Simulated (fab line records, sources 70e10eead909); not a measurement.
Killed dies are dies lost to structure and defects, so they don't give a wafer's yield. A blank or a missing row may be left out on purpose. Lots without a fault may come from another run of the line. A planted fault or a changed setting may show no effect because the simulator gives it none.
Which tool did it? | flow nand_harc | 6 lots, 18 wafers sampled, at 3 steps of a route of 1302

WHAT THE GAUGES READ, wafer by wafer
NHARC_P_GATE_CD_MEAS_46: target cd 720 nm.
lot  | measured     | on        | cd_nm (nm)
L288 | day 6 23:52  | cd_sem-03 | 717.1 719.8 720.7
L292 | day 8 22:46  | cd_sem-02 | - - -
L295 | day 10 03:21 | cd_sem-01 | 721.1 720.7 719.3
L302 | day 13 11:09 | cd_sem-01 | 718.3 716.7 717.0
L304 | day 13 21:30 | cd_sem-01 | 719.1 720.6 720.8
L306 | day 14 16:46 | cd_sem-02 | 721.0 721.5 721.0

WHICH TOOL RAN EACH LOT (tool, then ch and the chambers of the sampled wafers, then the start)
lot  | NHARC_P_GATE_HM_DEP_102       | NHARC_P_GATE_EXPOSE_43
L288 | acl_dep-03 ch 0, day 6 10:47  | krf_scanner-04 ch 0, day 6 23:43
L292 | acl_dep-02 ch 0, day 8 09:31  | krf_scanner-02 ch 0, day 8 22:37
L295 | acl_dep-01 ch 0, day 9 14:17  | krf_scanner-03 ch 0, day 10 03:11
L302 | acl_dep-01 ch 0, day 12 22:11 | krf_scanner-03 ch 0, day 13 11:01
L304 | acl_dep-01 ch 0, day 13 08:22 | krf_scanner-04 ch 0, day 13 21:20
L306 | acl_dep-01 ch 0, day 14 03:22 | krf_scanner-03 ch 0, day 14 16:37
- NHARC_P_GATE_HM_DEP_102: deposits aC, target thk 120 nm.
- NHARC_P_GATE_EXPOSE_43: exposes mask P NSD, target cd 720 nm.

THE ANSWER, worked out from the rows above alone
Rule: what is usual is taken from the lots themselves. Put in order of their means at a reading, lots are off if they are a third of the lots or fewer, leave a main group of 4 or more, and stand apart from it by a gap of 3 or more times the standard deviation of the main group's means; of several such gaps the widest counts. A main group whose means are all the same, to the digits that the tables above print for the reading, isn't used. A lot without any number at a reading at which 4 lots or more have one is off too. The other lots that the step has rows for count as sound.
Off: L292, at NHARC_P_GATE_CD_MEAS_46 (cd_nm). Without a number there: L292. The main group: mean 719.6 nm, standard deviation 1.3.
A tool fits if, at a process step before that reading, it ran every lot that is off, and no sound lot after the first of them. The gauges at NHARC_P_GATE_CD_MEAS_46 are tried like those tools. Can't be told from this: 2 tools fit, acl_dep-02 at NHARC_P_GATE_HM_DEP_102, krf_scanner-02 at NHARC_P_GATE_EXPOSE_43.

WHAT THE SIMULATOR HAD PUT IN
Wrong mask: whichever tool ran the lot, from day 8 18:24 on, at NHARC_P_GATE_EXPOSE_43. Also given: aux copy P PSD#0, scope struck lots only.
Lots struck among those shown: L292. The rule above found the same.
